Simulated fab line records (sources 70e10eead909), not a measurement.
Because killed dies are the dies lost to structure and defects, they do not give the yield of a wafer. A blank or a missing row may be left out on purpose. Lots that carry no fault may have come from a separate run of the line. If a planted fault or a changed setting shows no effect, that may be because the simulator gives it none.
fab line records ; flow nand_harc ; part 1 of 2: steps 1 to 25 of 38
[record] lots = 5; wafers = 15; last_day = 32
route steps=1302 shown THIN_TSV@1254
lots with no fault: from the same line, run without faults
start_h: hours from the record's opening day to when the first of the lot's shown wafers began ; wait_h: time in hours since the lot's previous step ; " identical to the entry in the row above ; L1.1+2: a single row standing in for several wafers ; - value missing, or start not given ; * or withheld: withheld ; < > ~ a bound
route shown NAME@n: a module of which the file shows steps, and the number in the route of the first ; usual: average and standard deviation across the fault-free wafers ; same: alike in all rows ; chamber/n: place in a boat ; sites: readings site by site ; _std_site: standard deviation across them ; _edge_site: outer sites' mean less inner sites' ; radius_mm: how far each site lies from the wafer's centre ; mask NAME#n: copy n ; behind: tool/chamber where the wafer was last shaped ; hold: why the lot was held/for how many hours/how that ended ; device: transistor that didn't switch, given as n, p or np ; end of line: the route-end tests of the same wafers ; a step given without rows: its recipe and nothing more ; killed: count of dies lost to structure and defects at first sort (not the wafer's yield) ; map: dies across one wafer; x = killed, . = not, _ = none there
set.NAME: the setting as run; set.NAME@STEP: as run at that earlier step ; model.NAME: the simulator's own value behind a step, which no gauge read
lots seen at some steps along the route; tables by step, rows by wafer
services: the hour from which a tool's chamber was out of use, counted from the record's first day as start_h (under 0 if before that day), plus the number of hours and why
[[steps]]
[step NHARC_THIN_TSV_SOFTBAKE_07]
[recipe] temp_c = 122; time_s = 95
[usual] exhaust_pa = 44.9/0.8
lot.wafer;tool;chamber;start_h;wait_h;exhaust_pa
L078.1;litho_track-07;0;-;-;44.4
L078.3;litho_track-07;0;-;-;46.5
L078.6;litho_track-07;0;-;-;44.1
L081.2;litho_track-07;0;-;-;44.1
L081.5;litho_track-07;0;-;-;44.5
L081.6;litho_track-07;0;-;-;45.7
L089.1;litho_track-03;0;-;-;45.1
L089.2;litho_track-03;0;-;-;45.3
L089.4;litho_track-03;0;-;-;45.2
L094.2;litho_track-03;0;-;-;45.3
L094.5;litho_track-03;0;-;-;45.0
L094.6;litho_track-03;0;-;-;45.0
L093.1;litho_track-03;0;-;-;44.9
L093.3;litho_track-03;0;-;-;45.2
L093.5;litho_track-03;0;-;-;44.3
[step NHARC_THIN_TSV_EBR_08]
[usual] exhaust_pa = 45.4/0.81
lot.wafer;tool;chamber;start_h;wait_h;exhaust_pa
L078.1;litho_track-07;0;-;-;45.4
L078.3;litho_track-07;0;-;-;47.1
L078.6;litho_track-07;0;-;-;45.7
L081.2;litho_track-07;0;-;-;45.4
L081.5;litho_track-07;0;-;-;45.7
L081.6;litho_track-07;0;-;-;46.0
L089.1;litho_track-03;0;-;-;45.9
L089.2;litho_track-03;0;-;-;44.6
L089.4;litho_track-03;0;-;-;46.1
L094.2;litho_track-03;0;-;-;47.1
L094.5;litho_track-03;0;-;-;46.0
L094.6;litho_track-03;0;-;-;46.3
L093.1;litho_track-03;0;-;-;45.2
L093.3;litho_track-03;0;-;-;45.0
L093.5;litho_track-03;0;-;-;45.8
[step NHARC_THIN_TSV_EXPOSE_09]
[recipe] na = 0.55; dose_mj = 30.7; mask_id = TSV
lot.wafer;tool;chamber;start_h;wait_h;mask
L078.1+3+6;krf_scanner-01;0;586.56;-;TSV#0
L081.2+5+6;krf_scanner-02;0;645.25;-;TSV#0
L089.1+2+4;krf_scanner-01;0;698.27;-;TSV#0
L094.2+5+6;krf_scanner-04;0;747.95;-;TSV#0
L093.1+3+5;krf_scanner-02;0;749.12;-;TSV#0
[step NHARC_THIN_TSV_PEB_10]
[recipe] peb_temp_c = 118; peb_time_s = 85
[usual] exhaust_pa = 45.1/0.84
[same] peb_time_s = 85
lot.wafer;tool;chamber;start_h;wait_h;exhaust_pa
L078.1;litho_track-07;0;586.63;0.1;45.2
L078.3;litho_track-07;0;586.63;0.1;44.6
L078.6;litho_track-07;0;586.63;0.1;46.2
L081.2;litho_track-02;0;645.31;0.1;44.4
L081.5;litho_track-02;0;645.31;0.1;44.3
L081.6;litho_track-02;0;645.31;0.1;43.4
L089.1;litho_track-03;0;698.34;0.1;45.3
L089.2;litho_track-03;0;698.34;0.1;45.0
L089.4;litho_track-03;0;698.34;0.1;44.8
L094.2;litho_track-02;0;748.01;0.1;46.2
L094.5;litho_track-02;0;748.01;0.1;46.4
L094.6;litho_track-02;0;748.01;0.1;45.5
L093.1;litho_track-03;0;749.18;0.1;44.6
L093.3;litho_track-03;0;749.18;0.1;42.6
L093.5;litho_track-03;0;749.18;0.1;43.9
[step NHARC_THIN_TSV_DEVELOP_11]
[recipe] time_s = 70
[usual] exhaust_pa = 44.7/0.96
lot.wafer;tool;chamber;start_h;wait_h;exhaust_pa
L078.1;litho_track-07;0;-;-;43.2
L078.3;litho_track-07;0;-;-;44.6
L078.6;litho_track-07;0;-;-;43.3
L081.2;litho_track-02;0;-;-;44.2
L081.5;litho_track-02;0;-;-;43.5
L081.6;litho_track-02;0;-;-;44.0
L089.1;litho_track-03;0;-;-;44.3
L089.2;litho_track-03;0;-;-;46.0
L089.4;litho_track-03;0;-;-;45.7
L094.2;litho_track-02;0;-;-;45.2
L094.5;litho_track-02;0;-;-;45.8
L094.6;litho_track-02;0;-;-;44.2
L093.1;litho_track-03;0;-;-;45.9
L093.3;litho_track-03;0;-;-;45.7
L093.5;litho_track-03;0;-;-;44.4
[step NHARC_THIN_TSV_CD_MEAS_12]
[recipe] target_cd_nm = 1000; landing_energy_ev = 500
[usual] cd_nm = 999.1/1.8
lot.wafer;tool;chamber;start_h;wait_h;cd_nm
L078.1;cd_sem-02;0;586.72;-;998.8
L078.3;cd_sem-02;0;586.72;-;996.1
L078.6;cd_sem-02;0;586.72;-;998.9
L081.2;cd_sem-02;0;645.40;-;999.6
L081.5;cd_sem-02;0;645.40;-;997.9
L081.6;cd_sem-02;0;645.40;-;996.2
L089.1;cd_sem-01;0;698.43;-;1001.9
L089.2;cd_sem-01;0;698.43;-;999.5
L089.4;cd_sem-01;0;698.43;-;1000.6
L094.2;cd_sem-01;0;748.10;-;1003.0
L094.5;cd_sem-01;0;748.10;-;1000.2
L094.6;cd_sem-01;0;748.10;-;1000.4
L093.1;cd_sem-01;0;749.27;-;999.9
L093.3;cd_sem-01;0;749.27;-;999.9
L093.5;cd_sem-01;0;749.27;-;999.3
[step NHARC_THIN_TSV_HARDBAKE_13]
[recipe] temp_c = 125; time_s = 80
[usual] exhaust_pa = 44.8/0.93
lot.wafer;tool;chamber;start_h;wait_h;exhaust_pa
L078.1;litho_track-02;0;586.81;-;45.5
L078.3;litho_track-02;0;586.81;-;44.8
L078.6;litho_track-02;0;586.81;-;46.4
L081.2;litho_track-07;0;645.48;-;44.6
L081.5;litho_track-07;0;645.48;-;43.5
L081.6;litho_track-07;0;645.48;-;42.8
L089.1;litho_track-02;0;698.51;-;44.6
L089.2;litho_track-02;0;698.51;-;45.7
L089.4;litho_track-02;0;698.51;-;44.4
L094.2;litho_track-03;0;748.18;-;45.8
L094.5;litho_track-03;0;748.18;-;46.1
L094.6;litho_track-03;0;748.18;-;45.7
L093.1;litho_track-02;0;749.35;-;44.1
L093.3;litho_track-02;0;749.35;-;44.7
L093.5;litho_track-02;0;749.35;-;43.8
[step NHARC_THIN_TSV_DESCUM_14]
[recipe] time_s = 3; o2_flow_sccm = 200; ar_flow_sccm = 0; bias_power_w = 0; chemistry = O2
[usual] drypump_motor_current_A = 5.7/0.5; oes_product_au = 0.999/0.0093; rf_vpp_V = 57.9/0.87; showerhead_plenum_p_Torr = 1.95/0.099; throttle_valve_pct = 11.312/0.0095
lot.wafer;tool;chamber;start_h;wait_h;drypump_motor_current_A;oes_product_au;rf_hours_counter_h;rf_vpp_V;showerhead_plenum_p_Torr;throttle_valve_pct
L078.1;rie_diel-04;0;586.89;-;5.5;0.989;1.7;57.5;1.96;11.306
L078.3;rie_diel-04;2;586.89;-;5.6;0.986;2.7;59.2;1.97;11.308
L078.6;rie_diel-04;0;586.89;-;5.5;0.992;-;59.0;1.97;11.299
L081.2;rie_diel-04;1;645.58;-;5.4;1.006;6.9;57.8;2.05;11.311
L081.6;rie_diel-04;3;645.58;-;6.5;0.996;-;59.1;2.05;11.304
L081.5;rie_diel-04;0;645.58;-;5.5;0.985;-;57.5;1.96;11.315
L089.2;rie_diel-01;1;698.59;-;5.4;1.014;7.6;59.7;2.05;11.305
L089.1;rie_diel-01;3;698.59;-;6.0;0.994;8.1;54.9;1.78;11.314
L089.4;rie_diel-01;0;698.59;-;4.9;1.020;7.8;57.7;2.00;11.305
L094.2;rie_diel-03;2;748.27;-;5.7;1.007;5.7;57.2;1.79;11.293
L094.5;rie_diel-03;1;748.27;-;6.3;0.997;-;58.5;2.04;11.294
L094.6;rie_diel-03;2;748.27;-;5.7;1.009;-;57.4;1.79;11.306
L093.1;rie_diel-03;2;749.43;-;5.7;1.002;6.1;57.8;1.79;11.317
L093.3;rie_diel-03;1;749.43;-;6.3;0.986;5.9;58.5;2.04;11.307
L093.5;rie_diel-03;3;749.43;-;4.9;1.009;-;58.9;1.98;11.305
[step NHARC_THIN_TSV_ETCH_44]
[recipe] target_depth_a = 15942; time_s = 797.1; cf4_flow_sccm = 150; o2_flow_sccm = 10; ar_flow_sccm = 0; rf_w = 300; bias_w = 800; chemistry = CF4/O2
[usual] drypump_motor_current_A = 5.7/0.51; oes_product_au = 1.000/0.0093; rf_vpp_V = 796/5.5; showerhead_plenum_p_Torr = 1.87/0.087; throttle_valve_pct = 16.915/0.0079
lot.wafer;tool;chamber;start_h;wait_h;drypump_motor_current_A;oes_product_au;rf_hours_counter_h;rf_vpp_V;showerhead_plenum_p_Torr;throttle_valve_pct
L078.3;rie_diel-04;2;586.98;0.1;5.6;0.992;2.8;796;1.88;16.920
L078.1;rie_diel-04;1;586.98;0.1;5.4;0.995;2.3;802;1.95;16.922
L078.6;rie_diel-04;2;586.98;0.1;5.6;0.991;-;796;1.88;16.915
L081.2;rie_diel-04;2;645.70;0.1;5.7;0.979;6.3;797;1.88;16.919
L081.6;rie_diel-04;1;645.70;0.1;5.4;0.988;-;801;1.95;16.905
L081.5;rie_diel-04;2;645.70;0.1;5.7;0.998;-;796;1.88;16.924
L089.2;rie_diel-01;0;698.68;0.1;4.9;1.013;8.0;799;1.91;16.912
L089.1;rie_diel-01;1;698.68;0.1;5.3;1.011;7.7;802;1.95;16.917
L089.4;rie_diel-01;3;698.68;0.1;6.0;0.990;8.2;787;1.71;16.905
L094.2;rie_diel-03;0;748.52;0.2;5.9;0.989;4.3;794;1.82;16.915
L094.5;rie_diel-03;1;748.52;0.2;6.3;0.996;-;801;1.94;16.921
L094.6;rie_diel-03;2;748.52;0.2;5.6;1.005;-;787;1.72;16.921
L093.1;rie_diel-03;0;749.58;0.1;5.9;0.998;4.5;793;1.82;16.919
L093.3;rie_diel-03;2;749.58;0.1;5.7;1.010;6.3;786;1.72;16.923
L093.5;rie_diel-03;3;749.58;0.1;4.9;1.003;-;799;1.89;16.921
[step NHARC_THIN_TSV_ETCH_15]
[recipe] target_depth_a = 30000; bosch_target_overetch_cycles = 2; bosch_etch_step_s = 2.8; bosch_dep_step_s = 1.2; bosch_cycles = 14
[usual] drypump_motor_current_A = 5.9/0.52; he_backside_leak_sccm = 2.69/0.25
[same] bosch_dep_step_s = 1.2
lot.wafer;tool;chamber;start_h;wait_h;drypump_motor_current_A;he_backside_leak_sccm;rf_hours_counter_h
L078.1;rie_si-03;3;587.58;-;5.2;2.61;0
L078.3;rie_si-03;0;587.58;-;5.1;2.76;0
L078.6;rie_si-03;2;587.58;-;5.8;2.44;-
L081.2;rie_si-03;3;646.24;-;5.3;2.39;0.3
L081.6;rie_si-03;1;646.24;-;6.0;2.24;-
L081.5;rie_si-03;2;646.24;-;5.8;2.39;-
L089.1;rie_si-06;2;699.26;-;5.9;3.01;0.5
L089.4;rie_si-06;0;699.26;-;5.4;2.49;0.5
L089.2;rie_si-06;1;699.26;-;4.8;2.95;0.5
L094.2;rie_si-03;1;748.94;-;6.0;2.42;1.0
L094.6;rie_si-03;3;748.94;-;5.3;2.73;-
L094.5;rie_si-03;0;748.94;-;5.2;2.69;-
L093.1;rie_si-05;3;750.10;-;6.2;2.23;0.5
L093.3;rie_si-05;0;750.10;-;6.6;2.35;0.6
L093.5;rie_si-05;2;750.10;-;6.3;2.82;-
[step NHARC_THIN_TSV_CD_MEAS_16]
[usual] cd_nm = 999.0/1.9
lot.wafer;tool;chamber;start_h;wait_h;cd_nm
L078.1;cd_sem-03;-;587.69;0.1;999.7
L078.3;cd_sem-03;-;587.69;0.1;995.6
L078.6;cd_sem-03;-;587.69;0.1;998.2
L081.2;cd_sem-01;-;646.36;0.1;999.4
L081.5;cd_sem-01;-;646.36;0.1;997.1
L081.6;cd_sem-01;-;646.36;0.1;995.7
L089.1;cd_sem-03;-;699.40;0.1;1002.5
L089.2;cd_sem-03;-;699.40;0.1;999.4
L089.4;cd_sem-03;-;699.40;0.1;999.4
L094.2;cd_sem-01;-;749.06;0.1;1003.9
L094.5;cd_sem-01;-;749.06;0.1;999.4
L094.6;cd_sem-01;-;749.06;0.1;1001.6
L093.1;cd_sem-02;-;750.23;0.1;1000.3
L093.3;cd_sem-02;-;750.23;0.1;1000.3
L093.5;cd_sem-02;-;750.23;0.1;998.5
[step NHARC_THIN_TSV_STRIP_45]
[recipe] power_w = 1500; temp_c = 250; chemistry = O2
[usual] drypump_motor_current_A = 5.6/0.52; heater_power_w = 318/19
lot.wafer;tool;chamber;start_h;wait_h;drypump_motor_current_A;heater_power_w;rf_hours_counter_h
L078.1;plasma_asher-01;1;587.82;0.1;6.4;339;14
L078.3;plasma_asher-01;0;587.82;0.1;5.7;333;-
L078.6;plasma_asher-01;1;587.82;0.1;6.3;346;-
L081.2;plasma_asher-01;0;646.48;0.1;5.7;340;26
L081.5;plasma_asher-01;1;646.48;0.1;6.3;348;-
L081.6;plasma_asher-01;0;646.48;0.1;5.7;340;-
L089.1;plasma_asher-02;1;699.47;0.1;5.2;301;18
L089.2;plasma_asher-02;0;699.47;0.1;5.0;308;18
L089.4;plasma_asher-02;1;699.47;0.1;5.2;292;-
L094.2;plasma_asher-01;1;749.18;0.1;6.3;333;8
L094.6;plasma_asher-01;0;749.18;0.1;5.7;332;-
L094.5;plasma_asher-01;1;749.18;0.1;6.3;325;-
L093.1;plasma_asher-02;0;750.31;0.1;5.0;308;28
L093.3;plasma_asher-02;0;750.31;0.1;5.0;311;-
L093.5;plasma_asher-02;1;750.31;0.1;5.2;289;-
[step NHARC_THIN_TSV_STRIP_46]
[recipe] time_s = 1200; temp_c = 72.5; chemistry = post_etch_residue_remover
lot.wafer;tool;chamber;start_h;wait_h
L078.6+1+3;wet_bench-08;5,6,1;588.11;0.1
L081.2+6+5;wet_bench-10;2,4,6;646.79;0.3
L089.1+4+2;wet_bench-08;3,5,7;699.82;0.3
L094.2+5+6;wet_bench-10;7,1,3;749.48;0.3
L093.1+5+3;wet_bench-08;5,6,0;750.67;0.3
[step NHARC_THIN_TSV_DEP_47]
[recipe] target_thk_a = 2000; temp_c = withheld; pressure_torr = 6.5; rf_w = 900; teos_flow_sccm = 161.4; flow_sccm = 2650; target_thk_nm = 200; gas = O2; material = SiO2
[usual] throttle_valve_pct = 15.8/0.44
lot.wafer;tool;chamber;start_h;wait_h;throttle_valve_pct
L078.1;pecvd-02;2;588.57;-;15.6
L078.3;pecvd-02;1;588.57;-;16.0
L078.6;pecvd-02;1;588.57;-;15.9
L081.2;pecvd-02;1;647.24;-;15.6
L081.5;pecvd-02;1;647.24;-;15.5
L081.6;pecvd-02;0;647.24;-;15.2
L089.1;pecvd-04;1;700.27;-;15.9
L089.2;pecvd-04;0;700.27;-;16.4
L089.4;pecvd-04;0;700.27;-;16.4
L094.2;pecvd-02;1;749.93;-;15.7
L094.5;pecvd-02;2;749.93;-;15.3
L094.6;pecvd-02;0;749.93;-;15.1
L093.1;pecvd-01;0;751.15;-;15.9
L093.3;pecvd-01;1;751.15;-;16.3
L093.5;pecvd-01;2;751.15;-;15.7
[step NHARC_THIN_TSV_ETCHBACK_48]
[recipe] target_depth_a = 10285; over_etch_frac = 0.3; time_s = 405.17; ion_energy_ev = 250; c4f8_flow_sccm = withheld; ar_flow_sccm = withheld; rf_w = 600; bias_w = 300; chemistry = C4F8/Ar
[usual] oes_product_au = 0.96/0.037; rf_vpp_V = 549/3.8
lot.wafer;tool;chamber;start_h;wait_h;oes_product_au;rf_hours_counter_h;rf_vpp_V
L078.3;rie_diel-01;1;588.97;-;1.01;1.6;552
L078.1;rie_diel-01;3;588.97;-;1.00;1.7;542
L078.6;rie_diel-01;1;588.97;-;1.01;-;552
L081.2;rie_diel-03;3;647.63;-;1.02;0.5;549
L081.5;rie_diel-03;3;647.63;-;1.01;-;550
L081.6;rie_diel-03;0;647.63;-;1.01;-;547
L089.2;rie_diel-04;2;700.68;-;0.92;9.2;548
L089.4;rie_diel-04;3;700.68;-;0.91;10.7;552
L089.1;rie_diel-04;0;700.68;-;0.93;10.7;549
L094.2;rie_diel-01;1;750.41;-;1.00;0.6;552
L094.6;rie_diel-01;3;750.41;-;1.00;-;542
L094.5;rie_diel-01;0;750.41;-;1.01;-;551
L093.3;rie_diel-03;3;751.51;-;0.95;6.6;549
L093.1;rie_diel-03;2;751.51;-;0.97;6.4;542
L093.5;rie_diel-03;0;751.51;-;0.97;-;546
[step NHARC_THIN_TSV_STRIP_62]
[recipe] power_w = 1500; temp_c = 250; time_s = 20; chemistry = N2/H2
[usual] drypump_motor_current_A = 5.6/0.52; heater_power_w = 318/19
lot.wafer;tool;chamber;start_h;wait_h;drypump_motor_current_A;heater_power_w;rf_hours_counter_h
L078.1;plasma_asher-01;0;589.32;-;5.7;334;14
L078.3;plasma_asher-01;0;589.32;-;5.7;325;-
L078.6;plasma_asher-01;0;589.32;-;5.7;334;-
L081.2;plasma_asher-02;0;648.02;-;5.0;309;7
L081.5;plasma_asher-02;1;648.02;-;5.2;290;-
L081.6;plasma_asher-02;0;648.02;-;5.0;304;-
L089.1;plasma_asher-02;0;701.04;-;5.0;311;19
L089.2;plasma_asher-02;1;701.04;-;5.2;288;19
L089.4;plasma_asher-02;1;701.04;-;5.2;293;-
L094.2;plasma_asher-02;1;750.69;-;5.2;292;29
L094.6;plasma_asher-02;1;750.69;-;5.2;296;-
L094.5;plasma_asher-02;0;750.69;-;4.9;302;-
L093.1;plasma_asher-02;1;751.89;-;5.2;295;29
L093.3;plasma_asher-02;1;751.89;-;5.2;296;-
L093.5;plasma_asher-02;1;751.89;-;5.2;290;-
[step NHARC_THIN_TSV_DEGAS_49]
[recipe] temp_c = 300; time_s = 120
[usual] heater_power_w = 468/52
lot.wafer;tool;chamber;start_h;wait_h;heater_power_w
L078.3;pvd_sputter-02;-;589.49;0.1;519
L078.1;pvd_sputter-02;-;589.49;0.1;453
L078.6;pvd_sputter-02;-;589.49;0.1;412
L081.2;pvd_sputter-02;-;648.19;0.1;466
L081.6;pvd_sputter-02;-;648.19;0.1;547
L081.5;pvd_sputter-02;-;648.19;0.1;417
L089.4;pvd_sputter-02;-;701.21;0.1;413
L089.2;pvd_sputter-02;-;701.21;0.1;451
L089.1;pvd_sputter-02;-;701.21;0.1;541
L094.2;pvd_sputter-03;-;750.90;0.2;506
L094.6;pvd_sputter-03;-;750.90;0.2;492
L094.5;pvd_sputter-03;-;750.90;0.2;568
L093.1;pvd_sputter-01;-;752.06;0.1;386
L093.3;pvd_sputter-01;-;752.06;0.1;463
L093.5;pvd_sputter-01;-;752.06;0.1;503
[step NHARC_THIN_TSV_PRE_CLEAN_50]
[recipe] time_s = 30; temp_c = 280; gas = H2/He
[usual] heater_power_w = 407/42
lot.wafer;tool;chamber;start_h;wait_h;heater_power_w
L078.1;pvd_sputter-02;-;-;-;407
L078.3;pvd_sputter-02;-;-;-;450
L078.6;pvd_sputter-02;-;-;-;400
L081.2;pvd_sputter-02;-;-;-;367
L081.6;pvd_sputter-02;-;-;-;394
L081.5;pvd_sputter-02;-;-;-;472
L089.4;pvd_sputter-02;-;-;-;482
L089.1;pvd_sputter-02;-;-;-;356
L089.2;pvd_sputter-02;-;-;-;409
L094.2;pvd_sputter-03;-;-;-;501
L094.6;pvd_sputter-03;-;-;-;501
L094.5;pvd_sputter-03;-;-;-;361
L093.3;pvd_sputter-01;-;-;-;411
L093.1;pvd_sputter-01;-;-;-;440
L093.5;pvd_sputter-01;-;-;-;333
[step NHARC_THIN_TSV_PVD_19]
[recipe] target_thk_a = 200; chamber_pressure_pa = 5; material = TaN
[usual] throttle_valve_pct = 29.7/0.92
lot.wafer;tool;chamber;start_h;wait_h;throttle_valve_pct
L078.3;pvd_sputter-02;-;-;-;28.9
L078.1;pvd_sputter-02;-;-;-;30.5
L078.6;pvd_sputter-02;-;-;-;29.8
L081.2;pvd_sputter-02;-;-;-;30.9
L081.5;pvd_sputter-02;-;-;-;30.8
L081.6;pvd_sputter-02;-;-;-;29.7
L089.1;pvd_sputter-02;-;-;-;29.4
L089.4;pvd_sputter-02;-;-;-;30.9
L089.2;pvd_sputter-02;-;-;-;29.7
L094.2;pvd_sputter-03;-;-;-;28.8
L094.5;pvd_sputter-03;-;-;-;28.6
L094.6;pvd_sputter-03;-;-;-;29.3
L093.1;pvd_sputter-01;-;-;-;30.8
L093.3;pvd_sputter-01;-;-;-;29.5
L093.5;pvd_sputter-01;-;-;-;30.6
[step NHARC_THIN_TSV_PVD_51]
[recipe] target_thk_a = 1000; chamber_pressure_pa = 5; material = Cu
[usual] throttle_valve_pct = 29.7/0.92
lot.wafer;tool;chamber;start_h;wait_h;throttle_valve_pct
L078.1;pvd_sputter-02;-;-;-;29.8
L078.3;pvd_sputter-02;-;-;-;28.8
L078.6;pvd_sputter-02;-;-;-;30.8
L081.2;pvd_sputter-02;-;-;-;29.9
L081.6;pvd_sputter-02;-;-;-;29.6
L081.5;pvd_sputter-02;-;-;-;30.5
L089.2;pvd_sputter-02;-;-;-;29.9
L089.1;pvd_sputter-02;-;-;-;31.2
L089.4;pvd_sputter-02;-;-;-;29.7
L094.2;pvd_sputter-03;-;-;-;28.9
L094.5;pvd_sputter-03;-;-;-;29.1
L094.6;pvd_sputter-03;-;-;-;29.3
L093.3;pvd_sputter-01;-;-;-;30.0
L093.1;pvd_sputter-01;-;-;-;29.3
L093.5;pvd_sputter-01;-;-;-;28.2
[step NHARC_THIN_TSV_ECD_20]
[recipe] target_thk_a = 20000; material = Cu
lot.wafer;tool;chamber;start_h;wait_h
L078.1+3+6;ecd_cu-02;0,1,1;590.05;-
L081.2+5+6;ecd_cu-02;0,0,1;648.62;-
L089.2+1+4;ecd_cu-01;1,0,0;701.66;-
L094.2+6+5;ecd_cu-01;1,1,0;751.32;-
L093.1+3+5;ecd_cu-02;1;752.60;-
[step NHARC_THIN_TSV_ANNEAL_52]
[recipe] temp_c = 225; time_s = 90
[usual] wafer_temp_C_max = 225.65/0.21
lot.wafer;tool;chamber;start_h;wait_h;wafer_temp_C_max
L078.1;rtp_anneal-01;0;590.67;0.5;225.62
L078.3;rtp_anneal-01;0;590.67;0.5;225.96
L078.6;rtp_anneal-01;0;590.67;0.5;225.55
L081.2;rtp_anneal-01;0;649.40;0.7;225.71
L081.5;rtp_anneal-01;0;649.40;0.7;225.67
L081.6;rtp_anneal-01;0;649.40;0.7;225.66
L089.1;rtp_anneal-02;0;702.39;0.5;225.75
L089.2;rtp_anneal-02;0;702.39;0.5;226.06
L089.4;rtp_anneal-02;0;702.39;0.5;225.64
L094.2;rtp_anneal-01;0;752.10;0.7;225.78
L094.5;rtp_anneal-01;0;752.10;0.7;225.76
L094.6;rtp_anneal-01;0;752.10;0.7;225.55
L093.1;rtp_anneal-01;0;753.23;0.5;225.74
L093.3;rtp_anneal-01;0;753.23;0.5;225.85
L093.5;rtp_anneal-01;0;753.23;0.5;225.50
[step NHARC_THIN_TSV_CMP_21]
[recipe] t_overpolish_s = 30; target_thk_nm = 2000
[usual] edge_zone_pressure_frac = 0.999/0.0048; motor_current_A = 11.8/1.3; overpolish_run_s = 30.001/0.0093
[same] t_overpolish_s = 30
lot.wafer;tool;chamber;start_h;wait_h;edge_zone_pressure_frac;motor_current_A;overpolish_run_s
L078.1;cmp-02;0;591.12;-;1.006;13.2;30.000
L078.3;cmp-02;1;591.12;-;0.999;11.2;30.002
L078.6;cmp-02;2;591.12;-;1.006;12.0;29.991
L081.2;cmp-01;2;649.79;-;0.999;10.9;30.013
L081.6;cmp-01;3;649.79;-;1.006;11.5;30.011
L081.5;cmp-01;0;649.79;-;1.000;9.7;30.002
L089.2;cmp-03;1;702.76;-;1.002;11.7;29.997
L089.4;cmp-03;2;702.76;-;0.999;11.8;29.998
L089.1;cmp-03;3;702.76;-;0.993;15.8;29.995
L094.2;cmp-01;3;752.41;-;0.993;11.7;29.987
L094.5;cmp-01;2;752.41;-;0.993;10.3;30.009
L094.6;cmp-01;3;752.41;-;0.998;11.0;29.988
L093.1;cmp-02;2;753.57;-;1.002;11.9;30.011
L093.3;cmp-02;0;753.57;-;0.999;12.0;30.021
L093.5;cmp-02;2;753.57;-;1.005;11.9;30.002
[step NHARC_THIN_TSV_SRD_23]
lot.wafer;tool;chamber;start_h;wait_h
L078.1+6+3;wet_bench-10;3,4,7;591.42;0.0
L081.5+2+6;wet_bench-10;2,4,6;650.06;0.0
L089.4+1+2;wet_bench-08;0,2,3;703.10;0.0
L094.6+5+2;wet_bench-10;2,3,4;752.76;0.0
L093.1+5+3;wet_bench-10;2,3,6;753.94;0.0
[step NHARC_THIN_TSV_DEGAS_53]
[recipe] temp_c = 300; time_s = 60
[usual] heater_power_w = 463/53
lot.wafer;tool;chamber;start_h;wait_h;heater_power_w
L078.1;pvd_sputter-03;-;591.52;0.1;401
L078.3;pvd_sputter-03;-;591.52;0.1;439
L078.6;pvd_sputter-03;-;591.52;0.1;569
L081.2;pvd_sputter-02;-;650.19;0.1;474
L081.5;pvd_sputter-02;-;650.19;0.1;448
L081.6;pvd_sputter-02;-;650.19;0.1;525
L089.2;pvd_sputter-01;-;703.20;0.1;450
L089.1;pvd_sputter-01;-;703.20;0.1;380
L089.4;pvd_sputter-01;-;703.20;0.1;464
L094.2;pvd_sputter-02;-;752.86;0.1;449
L094.6;pvd_sputter-02;-;752.86;0.1;463
L094.5;pvd_sputter-02;-;752.86;0.1;455
L093.1;pvd_sputter-01;-;754.03;0.1;470
L093.3;pvd_sputter-01;-;754.03;0.1;499
L093.5;pvd_sputter-01;-;754.03;0.1;465
